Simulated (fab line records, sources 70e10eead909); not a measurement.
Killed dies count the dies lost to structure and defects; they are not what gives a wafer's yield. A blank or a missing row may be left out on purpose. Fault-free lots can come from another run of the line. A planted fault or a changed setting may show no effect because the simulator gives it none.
2 desks, one fault :: flow nand_harc :: numbers are kept per desk, each desk with only its own; the story behind them comes last

## THE DEFECT DESK
For each lot, the counts of the inspections along the route, averaged over the sampled wafers that have a number. Any lot whose mean is over 4 standard deviations away from the usual mean is out of limits and marked OUT; that distance is given in the brackets.
Columns: A = raw_defect_count at NHARC_P_CONTACT_INSPECT_14, usual 3.9
lot: L661
first seen here: day 5 14:08
A: 2.7

lot: L662
first seen here: day 6 00:02
A: 3.0

lot: L663
first seen here: day 6 00:37
A: 4.3

lot: L664
first seen here: day 6 07:28
A: 6.3

lot: L665
first seen here: day 6 15:38
A: 3.3

lot: L669
first seen here: day 7 14:21
A: 2.7

lot: L670
first seen here: day 7 18:22
A: 4.7

lot: L671
first seen here: day 7 19:01
A: 2.3

lot: L673
first seen here: day 8 20:41
A: 4.3

lot: L672
first seen here: day 9 02:13
A: 3.7

lot: L676
first seen here: day 9 12:41
A: 3.0

lot: L678
first seen here: day 9 21:29
A: 3.3

lot: L682
first seen here: day 10 21:40
A: 3.0
Finding of this desk: none of the 13 lots has anything out of limits.

## AT THE TOOL OWNER'S DESK: rie_diel-13
The tool's own readings at NHARC_P_CONTACT_ETCH_31 (etches the open film in CH3F/O2, target depth 30 nm, time 85.7 s): means of the sampled wafers that have a number, for each lot that ran on this tool. Any lot whose mean is over 4 standard deviations away from the usual mean is out of limits and marked OUT; that distance is given in the brackets.
Columns: A = drypump_motor_current_A at NHARC_P_CONTACT_ETCH_31, usual 5.87 A; B = oes_product_au at NHARC_P_CONTACT_ETCH_31, usual 0.981 a.u.; C = rf_vpp_V at NHARC_P_CONTACT_ETCH_31, usual 245.3 V; D = run_length_s at NHARC_P_CONTACT_ETCH_31, usual 107.0 s; E = showerhead_plenum_p_Torr at NHARC_P_CONTACT_ETCH_31, usual 2.53 Torr; F = throttle_valve_pct at NHARC_P_CONTACT_ETCH_31, usual 20.664 %
lot: L663
first seen here: day 6 01:26
A: 5.85
B: 0.992
C: 245.4
D: 107.0
E: 2.55
F: 20.666

lot: L664
first seen here: day 6 08:35
A: 5.87
B: 0.960
C: 246.3
D: 106.7
E: 2.57
F: 20.665

lot: L665
first seen here: day 6 16:26
A: 5.71
B: 0.943
C: 245.3
D: 106.6
E: 2.50
F: 20.669

lot: L669
first seen here: day 7 15:10
A: 5.69
B: 0.961
C: 244.6
D: 107.0
E: 2.48
F: 20.665

lot: L671
first seen here: day 7 19:50
A: 5.87
B: 0.967
C: 246.4
D: 106.9
E: 2.62
F: 20.669

lot: L678
first seen here: day 9 22:17
A: 5.84
B: 0.986
C: 245.6
D: 107.0
E: 2.55
F: 20.662

lot: L682
first seen here: day 10 22:28
A: 5.86
B: 0.986
C: 246.1
D: 90.9 (-44) OUT
E: 2.55
F: 20.668
Finding of this desk: L682 out of limits; the first was L682 at day 10 22:28, on run_length_s at NHARC_P_CONTACT_ETCH_31. L663, L664, L665, L669, L671, L678: within limits.

## PUT TOGETHER
The tool owner's desk had the chance to raise an alarm at day 10 22:28 on L682.
Nothing out of limits was seen by the defect desk.
The defect desk has L682 on record, within its limits.
On rie_diel-13, each named lot ran NHARC_P_CONTACT_ETCH_31.

## WHAT THE SIMULATOR HAD PUT IN
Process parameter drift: rie_diel-13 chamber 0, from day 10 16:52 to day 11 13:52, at NHARC_P_CONTACT_ETCH_31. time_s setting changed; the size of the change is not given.
Shown lots that were struck: L682.
Hours from the fault's start to each desk's first reading out of limits: the tool owner's desk, 6.
